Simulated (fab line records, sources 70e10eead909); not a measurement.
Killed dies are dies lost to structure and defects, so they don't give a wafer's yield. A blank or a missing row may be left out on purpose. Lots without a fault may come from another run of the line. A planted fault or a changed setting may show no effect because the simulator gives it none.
Chamber matching | flow nand_harc | NHARC_P_M1_DEP_33 on pecvd-02: 3 sister chambers
The step deposits SiCN, target thk 30 nm. 3 wafers are shown with their chamber, then 9 later ones without.

WAFERS WITH THEIR CHAMBER
wafer  | chamber | heater_power_w (W)
L090.1 | 0       | 560
L090.3 | 2       | 595
L090.6 | 1       | 631

WAFERS WITHOUT THEIR CHAMBER
wafer  | heater_power_w (W)
L092.2 | 521
L092.3 | 675
L092.4 | 678
L095.1 | 565
L095.5 | 590
L095.6 | 551
L096.1 | 600
L096.3 | 625
L096.5 | 604

WHICH CHAMBER EACH WENT THROUGH
wafer  | from the rows above          | in truth
L092.2 | can't be placed: 0 or 2      | 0
L092.3 | can't be placed: 1 or 2      | 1
L092.4 | can't be placed: 1 or 2      | 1
L095.1 | can't be placed: 0 or 2      | 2
L095.5 | can't be placed: 2 or 0 or 1 | 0
L095.6 | can't be placed: 0 or 2      | 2
L096.1 | can't be placed: 2 or 1 or 0 | 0
L096.3 | can't be placed: 1 or 2      | 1
L096.5 | can't be placed: 2 or 1 or 0 | 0
Placed correctly: 0 of 9. Can't be placed from these rows: 9 (the true chamber is among the candidates in 9). Placed wrongly: 0.
How it was worked out, from the rows above alone: a wafer's distance from a chamber is the root of the sum, over the readings, of the square of ((its reading less the chamber's mean) divided by the reading's scatter). The wafer belongs to the nearest chamber; if the next one is less than 2 further off, it can't be placed. A chamber's mean is the mean of its shown wafers. The scatter: with one shown wafer a chamber, the root of the mean of the squares of how far each hidden wafer lies from its nearest shown one.
